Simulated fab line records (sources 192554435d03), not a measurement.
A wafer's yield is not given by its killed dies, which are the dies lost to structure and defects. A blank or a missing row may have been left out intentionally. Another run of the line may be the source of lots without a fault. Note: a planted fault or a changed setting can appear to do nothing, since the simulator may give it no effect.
Which tool did it?    flow n5 finfet    36 wafers from 12 lots sampled at 4 of the route's 1938 steps

## WHAT EACH GAUGE READ, for each wafer
N5_BEOL_M7_OCD_MEAS_38.
lot   measured      on      trench depth nm (nm)
L075  day 9 09:38   ocd-02  94.1 92.7 95.8
L078  day 9 16:38   ocd-02  93.8 93.7 93.0
L079  day 10 15:20  ocd-01  92.9 93.0 92.8
L081  day 11 09:03  ocd-02  93.6 91.4 91.4
L084  day 12 08:50  ocd-01  91.9 91.2 93.0
L082  day 12 14:38  ocd-01  94.3 94.8 94.5
L085  day 13 00:34  ocd-01  93.1 94.6 93.8
L089  day 13 23:23  ocd-01  93.0 92.2 89.5
L091  day 14 01:56  ocd-01  94.8 94.8 91.8
L093  day 14 10:17  ocd-01  92.1 91.5 93.2
L095  day 14 16:17  ocd-02  90.9 92.7 91.3
L097  day 15 18:01  ocd-02  91.2 93.7 91.5

## WHICH TOOL RAN EACH LOT (tool, then ch and the chambers of the sampled wafers, then the start)
lot   N5_BEOL_M7_CURE_74             N5_BEOL_M7_HM_OPEN_17              N5_BEOL_M7_ETCH_65
L075  uv cure-01 ch 1, day 9 06:02   rie metal-03 ch 1, day 9 08:28     rie diel-04 ch 0,1, day 9 09:15
L078  uv cure-02 ch 2, day 9 12:08   rie metal-03 ch 0,1, day 9 15:29   rie diel-03 ch 0,1, day 9 16:16
L079  uv cure-01 ch 0, day 10 09:19  rie metal-02 ch 0,1, day 10 12:26  rie diel-05 ch 0,1, day 10 14:58
L081  uv cure-01 ch 0, day 11 04:15  rie metal-01 ch 0,1, day 11 07:11  rie diel-04 ch 0,1,3, day 11 08:40
L084  uv cure-03 ch 1, day 12 04:27  rie metal-01 ch 0,1, day 12 06:26  rie diel-05 ch 0,1, day 12 08:27
L082  uv cure-01 ch 2, day 12 08:22  rie metal-02 ch 0,1, day 12 10:31  rie diel-03 ch 2,3, day 12 14:15
L085  uv cure-03 ch 2, day 12 21:07  rie metal-01 ch 0, day 12 23:12    rie diel-03 ch 1,2, day 13 00:11
L089  uv cure-03 ch 2, day 13 16:05  rie metal-03 ch 0, day 13 18:23    rie diel-04 ch 1,2,3, day 13 23:01
L091  uv cure-03 ch 1, day 13 21:59  rie metal-03 ch 0,1, day 14 00:25  rie diel-04 ch 1,2,3, day 14 01:33
L093  uv cure-02 ch 0, day 14 04:45  rie metal-03 ch 0,1, day 14 07:01  rie diel-05 ch 0,2,3, day 14 09:55
L095  uv cure-03 ch 1, day 14 12:02  rie metal-02 ch 0,1, day 14 14:11  rie diel-05 ch 0,1,3, day 14 15:55
L097  uv cure-01 ch 1, day 15 09:40  rie metal-02 ch 0,1, day 15 13:29  rie diel-05 ch 0,1,3, day 15 17:39
- N5_BEOL_M7_CURE_74: cures SiCOH lowk, time 240 s.
- N5_BEOL_M7_HM_OPEN_17: chemistry Cl2/BCl3, target TiN, target depth 20 nm, overetch 6 nm.
- N5_BEOL_M7_ETCH_65: etches SiARC in CF4, target depth 15.6 nm, time 26 s.

## THE ANSWER, worked out from the rows above alone
Rule: the usual values come from the lots themselves. Put in order of their means at a reading, lots are off if they are a third of the lots or fewer, leave a main group of 4 or more, and stand apart from it by a gap of 3 or more times the standard deviation of the main group's means; of several such gaps the widest counts. The tables above print the reading to a certain number of digits; a main group whose means all agree to those digits is not used. A lot without any number at a reading at which 4 lots or more have one is off too. The other lots that the step has rows for count as sound.
No lot is off at any reading shown: from this, nothing can be told.

## WHAT HAD BEEN PUT IN BY THE SIMULATOR
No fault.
